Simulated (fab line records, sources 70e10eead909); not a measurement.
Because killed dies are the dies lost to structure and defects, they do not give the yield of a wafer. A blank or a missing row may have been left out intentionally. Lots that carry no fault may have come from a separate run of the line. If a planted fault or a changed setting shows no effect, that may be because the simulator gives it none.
A struck lot beside a sound one :: flow nand harc :: 17 out of 1159 route steps
Sound: wafers L226.1, L226.2, L226.5. Struck: wafer L225.6 (left out: L225.3, L225.5 of the same lot, which were not struck); the cause appears at the end.
At each step with rows: each side's tool, then ch and its chambers, then its first start. Under that, the readings that differ: sound wafers :: struck wafers :: difference of the means :: sigmas: that difference in standard deviations of wafers without a fault.
alike: readings with means less than 2 such deviations apart, plus words and numbers identical on both sides. not compared: withheld readings, readings lacking a value on some wafer, bounds such as >300 that could conceal the same value, and numbers that have no deviation in the record and whose values overlap.
The two part at a step that has a row with sigmas, a row that says differs or no value, or rows on one side only. When numbers do not overlap yet have no deviation, they are printed without sigmas and do not part them. Lack of a reading on every wafer of one side parts them only where that side has two or more wafers.

NHARC_A_M1_ETCH_35: etches the open film in N2/H2, target depth 40 nm, overetch 12 nm, time 43.94 s.
  sound on rie diel-01 ch 0,1, day 23 10:59; struck on rie diel-13 ch 0, day 23 03:30
reading: throttle valve pct (%)
sound: 14.165 14.159 14.173
struck: 14.187
difference: +0.021
sigmas: +2
  alike: drypump motor current A, mfc ar sccm, n2 flow sccm, oes product au, rf fwd power W, rf vpp V, showerhead plenum p Torr
  not compared: rf hours counter h
NHARC_A_M1_ETCH_15: etches the open film in C4F8/Ar, target depth 182.5 nm, time 91.2 s.
  sound: rie diel-01 ch 0,1,2; struck: rie diel-13 ch 3
  alike: oes product au, rf fwd power W, rf vpp V
  not compared: rf hours counter h
NHARC_A_M1_CD_MEAS_16:
  struck on cd sem-02, day 23 03:43; sound on cd sem-02, day 23 11:13
  alike: cd nm
then, 3 steps without rows for these wafers: NHARC_A_M1_STRIP_18 (strips in N2/H2); NHARC_A_M1_ETCH_28 (etches the open film in CF4/N2, target depth 30 nm, time 72.99 s); NHARC_A_M1_STRIP_19 (strips in post etch residue remover, time 600 s).
NHARC_A_M1_DEGAS_29: time 60 s.
  struck on pvd sputter-02, day 23 04:26; sound on pvd sputter-01, day 23 11:56
  alike: heater power w, susceptor temp C
NHARC_A_M1_PRE_CLEAN_30: time 30 s.
  sound on pvd sputter-01; struck on pvd sputter-02
  alike: heater power w, susceptor temp C
NHARC_A_M1_PVD_20: deposits TaN, target thk 5 nm, time 8.06 s.
  sound on pvd sputter-01; struck on pvd sputter-02
  alike: cathode dc power W, chamber pressure pa, throttle valve pct
then, 3 steps without rows for these wafers: NHARC_A_M1_PVD_21 (deposits Cu, target thk 30 nm, time 20.49 s); NHARC_A_M1_ECD_22 (material Cu, target thk 400 nm); NHARC_A_M1_ANNEAL_31 (time 90 s).
NHARC_A_M1_CMP_23: polishes, t overpolish 20 s, target thk 154.34 nm.
  sound on cmp-01 ch 1,3, day 23 13:00; struck on cmp-03 ch 2, day 23 06:29
reading: motor current A (A)
sound: 10.8 11.5 10.8
struck: 14.4
difference: +3.4
sigmas: +2

reading: time to endpoint s (s)
sound: 28.3 24.1 29.7
struck: 37.3
difference: +9.9
sigmas: +4
following that, these wafers have no rows for 1 step: NHARC_A_M1_SRD_25.
NHARC_A_M1_INSPECT_27:
  struck on defect inspect-01, day 23 06:52; sound on defect inspect-02, day 23 13:29
reading: raw defect count
sound: 311 388 375
struck: 4903
difference: +4545
sigmas: +38
then, 1 step without rows for these wafers: NHARC_A_M1_PRE_CLEAN_32 (time 12 s).
NHARC_END_SORT_01:
  sound on prober-02 ch 0, day 24 21:08; struck on prober-01 ch 0, day 24 21:10
reading: defect limited yield (%)
sound: 92.8 93.6 93.9
struck: 0
difference: -93
sigmas: -62

reading: killed at array
sound: 47 39 39
struck: 676
difference: +634
sigmas: +63

reading: killed dies
sound: 49 43 41
struck: 677
difference: +633
sigmas: +63

reading: sort_bin_2_pct (%)
sound: 2.7 2.5 3.1
struck: 1.5
difference: -1.3
sigmas: -2

reading: sort_bin_3_pct (%)
sound: 0.30 0.44 0.44
struck: 93.65
difference: +93.26
sigmas: +99 or more

reading: sort n pass
sound: 628 634 636
struck: 0
difference: -633
sigmas: -63

reading: sort rim yield pct (%)
sound: 95.3 87.7 87.7
struck: 0
difference: -90
sigmas: -30

reading: sort yield pct (%)
sound: 92.8 93.6 93.9
struck: 0
difference: -93
sigmas: -62
  alike: killed at other, killed at periphery, killed open, killed short, sort_bin_4_pct

== WHERE THEY PART ==
First at NHARC_A_M1_ETCH_35; last, within this record, at NHARC_END_SORT_01.

WHY: what had been put in by the simulator
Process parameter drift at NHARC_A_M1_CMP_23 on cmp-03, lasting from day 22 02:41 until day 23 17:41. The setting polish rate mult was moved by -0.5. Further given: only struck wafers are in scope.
